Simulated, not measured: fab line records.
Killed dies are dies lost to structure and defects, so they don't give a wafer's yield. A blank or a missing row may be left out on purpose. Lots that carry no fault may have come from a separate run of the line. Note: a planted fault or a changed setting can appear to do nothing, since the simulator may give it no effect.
Matching of chambers | flow n5 finfet | N5_BEOL_M6_CURE_74 on uv cure-03: 3 sister chambers
The step cures SiCOH lowk, time 240 s. 22 wafers are shown with their chamber, then 11 later ones without.

WAFERS WITH THEIR CHAMBER
wafer  | chamber | wafer_temp_C_max | lamp power pct (%)
L074.1 | 1       | 386.0            | 52.34
L074.4 | 1       | 386.7            | 52.37
L074.6 | 1       | 386.2            | 52.35
L077.2 | 1       | 386.2            | 52.28
L077.3 | 1       | 386.6            | 52.28
L077.5 | 1       | 386.2            | 52.30
L082.1 | 0       | 386.3            | 52.40
L082.4 | 0       | 386.4            | 52.40
L082.5 | 0       | 385.9            | 52.31
L081.2 | 1       | 386.4            | 52.34
L081.3 | 1       | 386.7            | 52.37
L081.4 | 1       | 386.9            | 52.38
L084.1 | 0       | 386.4            | 52.38
L084.2 | 0       | 386.3            | 52.29
L084.4 | 0       | 386.1            | 52.28
L086.1 | 0       | 385.8            | 52.35
L086.2 | 0       | 386.2            | 52.33
L086.4 | 0       | 386.0            | 52.28
L085.3 | 2       | 387.1            | 52.31
L085.4 | 2       | 386.9            | 52.25
L085.5 | 2       | 388.1            | 52.30
L088.3 | 0       | 386.3            | 52.32

SIGNATURES (averages over the wafers above)
reading          | chamber 0 | chamber 1 | chamber 2 | scatter within a chamber
wafer_temp_C_max | 386.170   | 386.433   | 387.367   | 0.322
lamp power pct   | 52.3340   | 52.3344   | 52.2867   | 0.0421
Rule: for each reading, subtract the chamber's mean from the wafer's reading, divide by that reading's scatter and square the result; add these up over the readings and take the root, which gives the wafer's distance from the chamber. If the next closest chamber is less than 2 further off than the closest, the wafer can't be placed; otherwise it belongs to the closest. The scatter is the square root of a quotient: the sum, over the shown wafers, of each reading's squared deviation from its chamber's mean, divided by wafers minus chambers.

WAFERS WITHOUT THEIR CHAMBER
wafer  | wafer_temp_C_max | lamp power pct (%)
L088.4 | 386.4            | 52.37
L088.5 | 387.2            | 52.28
L089.1 | 386.2            | 52.33
L089.2 | 386.5            | 52.27
L089.6 | 386.4            | 52.42
L091.3 | 386.6            | 52.25
L091.4 | 386.3            | 52.36
L091.5 | 386.0            | 52.30
L093.3 | 386.4            | 52.37
L093.4 | 385.8            | 52.26
L093.6 | 386.1            | 52.30

WHICH CHAMBER EACH ONE RAN IN
wafer  | from the rows above          | in truth
L088.4 | can't be placed: 1 or 0      | 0
L088.5 | 2                            | 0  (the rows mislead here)
L089.1 | can't be placed: 0 or 1      | 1
L089.2 | can't be placed: 1 or 0 or 2 | 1
L089.6 | can't be placed: 1 or 0      | 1
L091.3 | can't be placed: 1 or 0 or 2 | 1
L091.4 | can't be placed: 1 or 0      | 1
L091.5 | can't be placed: 0 or 1      | 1
L093.3 | can't be placed: 1 or 0      | 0
L093.4 | can't be placed: 0 or 1      | 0
L093.6 | can't be placed: 0 or 1      | 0
0 of 11 placed correctly. Unplaceable from these rows: 10, with the true chamber sitting among the candidates in 10. Number placed wrongly: 1.
